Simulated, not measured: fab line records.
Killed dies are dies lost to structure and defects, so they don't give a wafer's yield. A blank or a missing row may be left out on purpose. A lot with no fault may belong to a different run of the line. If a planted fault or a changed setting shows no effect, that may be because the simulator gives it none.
Split-lot trial ; flow n5Finfet ; 21 wafers read from 7 lots, route of 1938 steps

ABOUT THE SPLIT
At N5_BEOL_M1_TRENCH_ETCH_37 (etches SiOC in C4F6/O2, target depth 55.207 nm, time 29 s), the setting timeS was moved away from the recipe's 29 s on 6 of the 21 wafers read, by -11.2% to +21.7%. All remaining wafers had this setting at the recipe value.

FROM THE SPLIT TO THE READING: what the file shows between them, 2 steps
- N5_BEOL_M1_ETCH_41: etches SiCN in CH3F/O2, target depth 31.9 nm, time 57.8 s
- N5_BEOL_M1_STRIP_97: strips in N2/H2, time 10 s

THE READING
trenchDepthNm, in nm, at N5_BEOL_M1_OCD_MEAS_38. A value of 55.3 nm with a standard deviation of 1.5 nm is what fault-free wafers of this fab line usually give.

wafer;tool, chamber at the split;timeS as run, s;against the recipe;trenchDepthNm, nm;against lot-mates on the recipe
L074.1;rieDiel-06, 1;29;recipe;54.4;-
L074.3;rieDiel-06, 0;25.75;-11.2%;46.4;-8.5
L074.4;rieDiel-06, 1;29;recipe;55.4;-
L077.1;rieDiel-05, 2;35.28;+21.7%;66.3;+8.2
L077.2;rieDiel-05, 0;29;recipe;58.1;-
L077.4;rieDiel-05, 3;35.28;+21.7%;65.2;+7.1
L080.3;rieDiel-05, 1;29;recipe;58.3;-
L080.4;rieDiel-05, 3;29;recipe;53.2;-
L080.5;rieDiel-05, 1;29;recipe;57.2;-
L085.2;rieDiel-02, 1;29;recipe;56.6;-
L085.3;rieDiel-02, 2;29;recipe;55.6;-
L085.4;rieDiel-02, 0;29;recipe;55.0;-
L092.1;rieDiel-02, 3;34.66;+19.5%;67.3;+11.0
L092.2;rieDiel-02, 0;29;recipe;55.3;-
L092.4;rieDiel-02, 3;29;recipe;57.3;-
L093.1;rieDiel-05, 0;32.27;+11.3%;62.6;+9.1
L093.3;rieDiel-05, 2;29;recipe;53.5;-
L093.4;rieDiel-05, 3;29;recipe;53.5;-
L095.1;rieDiel-06, 3;29;recipe;56.7;-
L095.2;rieDiel-06, 0;29;recipe;52.8;-
L095.5;rieDiel-06, 3;34.61;+19.3%;68.2;+13.5

FIT RESULTS
A straight line over all 21 wafers: trenchDepthNm changes by +0.574 nm for each +1% of timeS; r = +0.94; the points scatter about the line by 1.9 nm.
The same after taking each lot's own level away (the mean of its wafers on the recipe; 21 wafers): +0.521 nm for each +1%; r = +0.92; scatter 2.1 nm.
The reading moves by 11 nm for the largest change in timeS, on that fit.
The span of the lots' own levels, 53.50 to 58.10 nm, comes to 3.1 times the standard deviation stated above.
Hence the slope depends on the lot-to-lot level, as the two fits are not the same.
Check: +12.1 nm against its lot-mates is what the line predicts for one of the wafers moved furthest among these (+21.7%) when that wafer is left out of the fit. Against them it came out at +8.2 nm.

THE WHOLE CHAIN: every reading that the file lists as answering this split, in the file's order
step;what it does;reading;change (the file's fit);r (the file's)
N5_BEOL_M1_TRENCH_ETCH_37;etches SiOC in C4F6/O2, target depth 55.207 nm, time 29 s;etch.depthNm (the simulator's own value, which no gauge read);+0.577 nm for each +1% of the setting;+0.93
N5_BEOL_M1_TRENCH_ETCH_37;etches SiOC in C4F6/O2, target depth 55.207 nm, time 29 s;BEOL_M1.featureDepthNm (the simulator's own value, which no gauge read);+0.575 nm for each +1% of the setting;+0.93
N5_BEOL_M1_OCD_MEAS_38;;trenchDepthNm;+0.568 nm for each +1% of the setting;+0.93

THE FILE'S OWN FIT
trenchDepthNm changes by +0.568 nm for each +1% of timeS, r = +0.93.
